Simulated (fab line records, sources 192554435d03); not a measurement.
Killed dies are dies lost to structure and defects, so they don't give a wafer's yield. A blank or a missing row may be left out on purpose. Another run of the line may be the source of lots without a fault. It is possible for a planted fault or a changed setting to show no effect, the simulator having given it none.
fab line records    flow n5Finfet
record: lots: 4  wafers: 12  lastDay: 18
route steps=1938 shown SD_EPI_P@308 SD_ACTIVATION@330 ILD0@335 BEOL_M4@1111 PASSIVATION@1936
lots that met no fault: from a run of the same line without faults
startH: hours from the record's opening day to when the first of the lot's shown wafers began    waitH: hours since the lot's step before    " same as the row above    L1.1+2: a single row standing in for several wafers    - value missing, or start not given    * or withheld: withheld    < > ~ a bound
route shown NAME@n: a module of which the file shows steps, and the number in the route of the first    usual: the fault-free wafers' mean and standard deviation    same: alike in all rows    chamber/n: place in a boat    sites: readings site by site    _std_site: the standard deviation of these    _edge_site: mean of outer sites minus mean of inner sites    radiusMm: how far each site lies from the wafer's centre    mask NAME#n: copy n    behind: tool/chamber where the wafer was last shaped    hold: reason for holding the lot/hours on hold/outcome of the hold    device: the n, p or np transistor that did not switch    end of line: the tests these same wafers got at the end of their route    a step with no rows: only its recipe    killed: not the wafer's yield, but the dies lost to structure and defects at the first sort    map: dies across one wafer; x = killed, . = not, _ = none there
set.NAME: setting as actually run; set.NAME@STEP: the setting as run at that earlier step    model.NAME: the simulator's own value behind a step, which no gauge read
a table for each step, a row for each wafer; lots at some steps of the route
== steps ==
step: N5_SD_EPI_P_ETCH_37
recipe: chemistry: N2/H2  target: SOC  overetchA: 1080  maskMaterial: SiARC  tempC: 40  ionEnergyEv: 100  sourceW: 3000  biasW: 133  pressureMtorr: 20  timeS: 486  n2FlowSccm: 200  h2FlowSccm: 200  ends: endPoint
step: N5_SD_EPI_P_STRIP_38
recipe: chemistry: N2/H2  tempC: 40  n2FlowSccm: 200  h2FlowSccm: 200  rfFrequencyHz: 6e+07
step: N5_SD_EPI_P_ETCHBACK_46
recipe: chemistry: CH3F/O2  mode: anisotropicEtchback  target: SiNx  targetDepthA: 175  stopOn: SiO2  overEtchFrac: 0.3  ionEnergyEv: 120  pressureMtorr: 30  sourceW: 395  biasW: 73  Ar_flow_sccm: 150  CH3F_flow_sccm: 30  O2_flow_sccm: 20
step: N5_SD_EPI_P_ETCH_47
recipe: chemistry: CH3F/O2  target: SiOCN  targetDepthA: 250  maskMaterial: SOC  ionEnergyEv: 60  biasW: 29  pressureMtorr: 30  sourceW: 410  Ar_flow_sccm: 150  CH3F_flow_sccm: 30  O2_flow_sccm: 20
step: N5_SD_EPI_P_ETCH_16
recipe: chemistry: CHF3/O2  target: SiO2  targetDepthA: 50  maskMaterial: SOC  pressureMtorr: 30  sourceW: 650  biasW: 170  Ar_flow_sccm: 200  CHF3_flow_sccm: 50  O2_flow_sccm: 5  ionEnergyEv: 200
step: N5_SD_EPI_P_STRIP_50
recipe: chemistry: CHF3/O2  resist: SiARC  rfFrequencyHz: 6e+07
step: N5_SD_EPI_P_SD_RECESS_17
recipe: chemistry: HBr/Cl2/O2  targetDepthA: 391  btTimeS: 3  pressureMtorr: 10  icpW: 800  biasW: 112  HBr_flow_sccm: 150  Cl2_flow_sccm: 80  O2_flow_sccm: 12
step: N5_SD_EPI_P_WET_ETCH_45
recipe: chemistry: dHF  dilution: withheld  timeS: 10.7  target: SiO2  targetDepthA: 20  tempC: 25  dry: ipaMarangoni  rinseTimeS: 30  rinseTempC: 23
step: N5_SD_EPI_P_STRIP_40
recipe: chemistry: N2/H2  powerW: 1000  tempC: 250  h2Frac: 0.65  overashFraction: 0.3  pressureMtorr: withheld  n2FlowSccm: 1750  h2FlowSccm: 3250
step: N5_SD_EPI_P_PRECLEAN_52
recipe: chemistry: O3/DIW  timeS: 60  tempC: 22  o3Ppm: 10
step: N5_SD_EPI_P_SRD_20
recipe: dry: ipaMarangoni  doPpb: 5  timeS: 30  tempC: 23  rinseLiquid: diw
step: N5_SD_EPI_P_PRECLEAN_51
recipe: chemistry: NF3:NH3  afsCycles: 1  tempC: 30  timeS: 20  sublimationTempC: 180  sublimationTimeS: 60  pressureTorr: 3  rfPowerW: 30
step: N5_SD_EPI_P_VAPOR_ETCH_44
recipe: chemistry: NF3/Ar  target: SiGe30  tempC: 25  timeS: 3.3  mode: isotropic
usual: susceptorTempC: 25.03/0.12
same: timeS: 3.3
lot.wafer  tool         chamber  startH  waitH  susceptorTempC
L517.3     epiRpcvd-04  0        54.90   0.2    24.81
L517.4     "            0        "       "      24.80
L517.6     "            0        "       "      24.81
L529.1     epiRpcvd-04  0        131.11  0.2    25.09
L529.2     "            0        "       "      25.12
L529.6     "            0        "       "      25.02
L531.3     epiRpcvd-04  0        140.04  0.2    25.30
L531.4     "            0        "       "      25.27
L531.6     "            0        "       "      25.23
L539.2     epiRpcvd-02  0        188.80  0.1    25.16
L539.4     "            0        "       "      25.21
L539.6     "            0        "       "      24.96
step: N5_SD_EPI_P_EPI_21
recipe: material: SiGe:B  dopant: B  tempC: 550  pressureTorr: 20  ambient: H2  timeS: 355
step: N5_SD_EPI_P_HM_STRIP_48
recipe: chemistry: H3PO4  tempC: 160  material: SiNx  target: SiNx  targetDepthA: 30  overetchFraction: 0.3
step: N5_SD_EPI_P_SRD_49
recipe: dry: ipaMarangoni  timeS: 30  tempC: 23  rinseLiquid: diw
step: N5_SD_EPI_P_PRECLEAN_24
recipe: chemistry: O3/DIW  timeS: 45  tempC: 22  o3Ppm: 10
step: N5_SD_EPI_P_PRECLEAN_32
recipe: chemistry: dHF  timeS: 10  dilution: 500:1  tempC: 25
step: N5_SD_EPI_P_PRECLEAN_33
recipe: chemistry: SC2  timeS: 45  tempC: 35  mix: 1:1:50
step: N5_SD_EPI_P_SRD_25
recipe: timeS: 30  tempC: 23  rinseLiquid: diw  dry: ipaMarangoni
step: N5_SD_EPI_P_INSPECT_26
recipe: inspectInstrument: darkfield  mode: postEpi
usual: rawDefectCount: 186/38
lot.wafer  tool              chamber  startH  waitH  rawDefectCount
L517.3     defectInspect-02  -        58.15   0.0    216
L517.4     "                 -        "       "      175
L517.6     "                 -        "       "      226
L529.1     defectInspect-01  -        134.44  0.0    550
L529.2     "                 -        "       "      521
L529.6     "                 -        "       "      567
L531.3     defectInspect-02  -        143.30  0.0    530
L531.4     "                 -        "       "      433
L531.6     "                 -        "       "      514
L539.2     defectInspect-02  -        191.32  0.0    188
L539.4     "                 -        "       "      214
L539.6     "                 -        "       "      173
step: N5_SD_ACTIVATION_RTA_00
recipe: tempC: 975  timeS: 0  ambient: N2  idleTempC: 600  rampUpCPerS: 150  rampDownCPerS: 60  coolToC: 600
step: N5_SD_ACTIVATION_LSA_01
recipe: tempC: 1080  timeS: 0.0008  ambient: N2
step: N5_SD_ACTIVATION_INSPECT_02
recipe: inspectInstrument: darkfield  mode: postAnneal
usual: rawDefectCount: 187/38
lot.wafer  tool              chamber  startH  waitH  rawDefectCount
L517.3     defectInspect-02  -        58.92   0.1    207
L517.4     "                 -        "       "      174
L517.6     "                 -        "       "      213
L529.1     defectInspect-02  -        135.19  0.2    543
L529.2     "                 -        "       "      513
L529.6     "                 -        "       "      552
L531.3     defectInspect-02  -        144.05  0.1    517
L531.4     "                 -        "       "      443
L531.6     "                 -        "       "      500
L539.2     defectInspect-01  -        192.07  0.1    200
L539.4     "                 -        "       "      231
L539.6     "                 -        "       "      188
step: N5_ILD0_LINER_00
recipe: material: SiNx  targetThkA: 40  tempC: 400  aldPrecursorFamily: SiH2I2  aldCoReactant: N2/H2-plasma  pulseTimeS: 1  purgeTimeS: 2  coReactantPurgeTimeS: 2  aldCycles: 80  pressureTorr: 2
step: N5_BEOL_M4_RC_MEAS_101
usual: DIBL_N: 36.2/2.2  DIBL_P: 36.5/3  IOFF_N: 0.16/0.039  IOFF_P: 0.22/0.047  ION_N: 675/15  ION_P: 463/10  SS_N: 71.6/0.71  SS_P: 73.4/0.94  VT_N: 250/3.6  VT_P: -250/3.9
lot.wafer  tool       chamber  startH  waitH  DIBL_N[mV/V]  DIBL_P[mV/V]  IOFF_N[nA/um]  IOFF_P[nA/um]  ION_N[uA/um]  ION_P[uA/um]  SS_N[mV/dec]  SS_P[mV/dec]  VT_N[mV]  VT_P[mV]
L517.3     prober-01  0        161.71  0.3    38.6          38.4          0.23           0.26           684           464           73.1          73.2          246       -247
L517.4     "          0        "       "      36.0          35.5          0.16           0.20           669           457           71.9          73.2          252       -251
L517.6     "          0        "       "      36.1          35.4          0.17           0.20           673           453           71.7          73.3          249       -252
L529.1     prober-02  0        248.27  0.0    33.4          32.0          0.12           0.16           676           463           71.4          72.1          253       -251
L529.2     "          0        "       "      36.8          36.9          0.19           0.26           703           484           72.2          73.4          248       -244
L529.6     "          0        "       "      33.4          33.1          0.12           0.20           676           476           71.6          72.1          256       -250
L531.3     prober-01  0        257.15  0.3    37.4          38.4          0.16           0.20           692           466           71.3          72.7          251       -255
L531.4     "          0        "       "      36.0          37.6          0.16           0.20           693           472           70.9          73.5          248       -255
L531.6     "          0        "       "      35.3          35.6          0.12           0.15           659           451           70.8          72.8          254       -257
L539.2     prober-02  0        317.39  0.2    36.9          35.4          0.16           0.19           691           472           70.5          73.5          251       -252
L539.4     "          0        "       "      36.2          34.3          0.13           0.17           653           449           72.0          73.8          252       -253
L539.6     "          0        "       "      39.9          39.3          0.20           0.25           684           471           72.5          74.0          248       -251
step: N5_PASSIVATION_PROBE_49
usual: defectLimitedYield: 91.5/1.5  killed_at_M0_to_M3: 32/10  killed_at_M4_up: 13/4.9  killedAtContacts: 13/6.1  killedAtFrontEnd: 38/11  killedAtOther: 3/3.2  killedDies: 101/18  killedOpen: 66/13  killedShort: 32/8.3  sort_bin_5_function: 5.0/1  sort_bin_6_memory: 3.2/0.74  sortNPass: 1078/22  sortYieldPct: 91.3/1.9
same: grossDies: 1180  killedAtBackSide: 0  sort_bin_4_leakage[%]: 0  sort_bin_8_speed[%]: 0
lot.wafer  tool       chamber  startH  waitH  defectLimitedYield[%]  killed_at_M0_to_M3  killed_at_M4_up  killedAtContacts  killedAtFrontEnd  killedAtOther  killedDies  killedOpen  killedShort  sort_bin_5_function[%]  sort_bin_6_memory[%]  sortNPass  sortYieldPct[%]
L529.1     prober-02  -        352.72  0.0    85.0                   18                  7                12                137               3              177         51          24           10.6                    2.7                   1003       85.0
L529.2     prober-02  -        352.77  0.1    84.8                   23                  20               10                121               5              179         61          22           9.0                     4.7                   1001       84.8
L529.6     prober-02  -        352.97  0.3    83.0                   40                  7                16                135               3              201         58          33           11.2                    4.2                   979        83.0
L531.3     prober-01  -        356.75  0.1    84.3                   24                  6                12                143               0              185         51          19           9.9                     4.4                   995        84.3
L531.4     prober-01  -        356.80  0.2    83.6                   23                  7                15                147               2              194         52          31           9.6                     5.0                   986        83.6
L531.6     prober-01  -        356.90  0.3    84.5                   23                  11               13                135               1              183         47          29           10.8                    3.2                   997        84.5
killed by level:class
L529.1 SD_EPI_P:unspecified=101 MOL_CONTACT_COAG:geometricParticle:open=11 FIN_SAQP:geometricParticle:short=6 DUMMY_GATE:geometricParticle:open=6 GATE_CUT:geometricParticle:short=5 BEOL_M1:geometricParticle:open=5 FIN_SAQP:geometricParticle:open=3 GATE_CUT:geometricParticle:open=3
L529.2 SD_EPI_P:unspecified=95 MOL_CONTACT_COAG:geometricParticle:open=9 BEOL_M0_SAQP:geometricParticle:open=7 BEOL_M4:geometricParticle:open=6 BEOL_M8:geometricParticle:open=6 DUMMY_GATE:geometricParticle:open=5 FIN_SAQP:geometricParticle:open=4 STI_FIN_REVEAL:geometricParticle:open=4
L529.6 SD_EPI_P:unspecified=107 BEOL_M0_SAQP:geometricParticle:short=14 MOL_CONTACT_COAG:geometricParticle:open=13 BEOL_M0_SAQP:geometricParticle:open=12 GATE_CUT:geometricParticle:short=7 BEOL_M3:geometricParticle:open=6 FIN_SAQP:geometricParticle:open=3 STI_FIN_REVEAL:geometricParticle:open=3
L531.3 SD_EPI_P:unspecified=111 STI_FIN_REVEAL:geometricParticle:open=9 MOL_CONTACT_COAG:geometricParticle:open=8 BEOL_M0_SAQP:geometricParticle:short=8 FIN_SAQP:geometricParticle:open=4 SPACER0:geometricParticle:open=4 BEOL_M0_SAQP:geometricParticle:open=4 BEOL_M0:geometricParticle:open=4
L531.4 SD_EPI_P:unspecified=107 MOL_CONTACT_COAG:geometricParticle:open=9 FIN_SAQP:geometricParticle:open=8 BEOL_M0_SAQP:geometricParticle:short=8 STI_FIN_REVEAL:geometricParticle:open=7 STI_FIN_REVEAL:geometricParticle:short=6 MOL_CONTACT_COAG:geometricParticle:short=5 BEOL_M3:geometricParticle:open=5
L531.6 SD_EPI_P:unspecified=99 FIN_SAQP:geometricParticle:short=7 MOL_CONTACT_COAG:geometricParticle:open=7 BEOL_M3:geometricParticle:open=7 STI_FIN_REVEAL:geometricParticle:open=6 MOL_CONTACT_COAG:geometricParticle:short=6 BEOL_M0_SAQP:geometricParticle:short=5 FIN_SAQP:geometricParticle:open=4
map L529.6 (x killed, . not)
_________________............________________
______________.................._____________
___________........................__________
__________.................x........_________
________......x......................._______
_______...x............................______
______...xx...x.......................x._____
_____..x..................x.x............____
____.x.x..x.....x...x.x...........x.......___
___..............x...........x..xx.........__
___................x.x.......x..x..x.......__
__.....................x...................._
__............x...x.xxx....................x_
_.......x.......x.xx.xxxx...x.........x......
_................xxxxxxxxxx..................
_........x......xxxxxxxxxxxx.x.........x.....
_........x....xxxxxxxxxxxxxxxx....x.x...x...x
_x......x.x....xxxxxxxxxxxx...x............x.
_......x...xx...xxxxxxxxxxxxxx..x............
_....x......x..xxxxxxxxxxx.x.................
_.............x..xx.xxxxxx.x.................
__..............x.xxxxx.xx.x.x......x......._
__................xxxx....x.x....x.........._
___........xx......xx.....................x__
___.....................x.x.x....x.........__
____..........x......x..............x...x.___
_____..x...xx....x.........x.............____
______......................x..x...xx..._____
_______.............x...............x..______
________.x.......x..........x........._______
__________..............x..........x_________
___________....x.....x.....x.......__________
______________..x.......x......._____________
_________________........x...________________
map L531.4 (x killed, . not)
_________________.....x......________________
______________.............x...._____________
___________........................__________
__________...........x.....x........_________
________......x.x....x..............x._______
_______............x...........x.......______
______...............................x.._____
_____...x................................____
____........................x.............___
___.......................................x__
___.x.......x....x..x.................x....__
__.............x..x....................x...._
__...........x...xx...xx....x..............._
_.....x.x..........xxxxxx....................
_..x.....xx.x.x...xxxxxx.x...................
_...............xxxxxxxxx.x.x...x........x..x
_..............xxxxxxxxxx.xx..........x......
_............xxxxxxxxxxxxxx.x....x........x..
_...x........x.xxxxxxxxxxxxxx......x...x...x.
_..x.x....xx....xxxxxxxxxxxx........x..x.....
_.........x.......xxxxxxx.xx..............x..
__.............xx.xxxxx.xxx...x...........x._
__.........x....x.xx.x....x.......xx........_
___.x.......x...x.x.x..x........x....x.....__
___....x..............x.x..x..x............__
____.....x........xx...x....x.x...........___
_____....x.........x......x..............____
______.....x..........................x._____
_______...............x................______
________.x.......x...................._______
__________xx............xx.........._________
___________...................x....__________
______________..........x......._____________
_________________.......x....________________
== key ==
firstSign: step: N5_SD_EPI_P_INSPECT_26  reading: rawDefectCount  direction: up  sigmas: 8.8  usual: 186  struck: 519
effect: step: N5_SD_ACTIVATION_INSPECT_02  reading: rawDefectCount  direction: up  sigmas: 8.6  usual: 187  struck: 511
effect: step: N5_PASSIVATION_PROBE_49  reading: killedAtFrontEnd  direction: up  sigmas: 8.5  usual: 38  struck: 136
moreKillsBornAt: N5_SD_EPI_P_VAPOR_ETCH_44@epiRpcvd-04: 620
metAt N5_SD_EPI_P_VAPOR_ETCH_44
struckWafers L529.1,L529.2,L529.6,L531.3,L531.4,L531.6
onsetBetween 54.90 131.11
fault: kind: chamberParticleSource  tool: epiRpcvd-04  chamber: -  onsetH: 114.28  steps: N5_SD_EPI_P_VAPOR_ETCH_44  ratePerVisitCm2: 0.48048  endH: 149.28
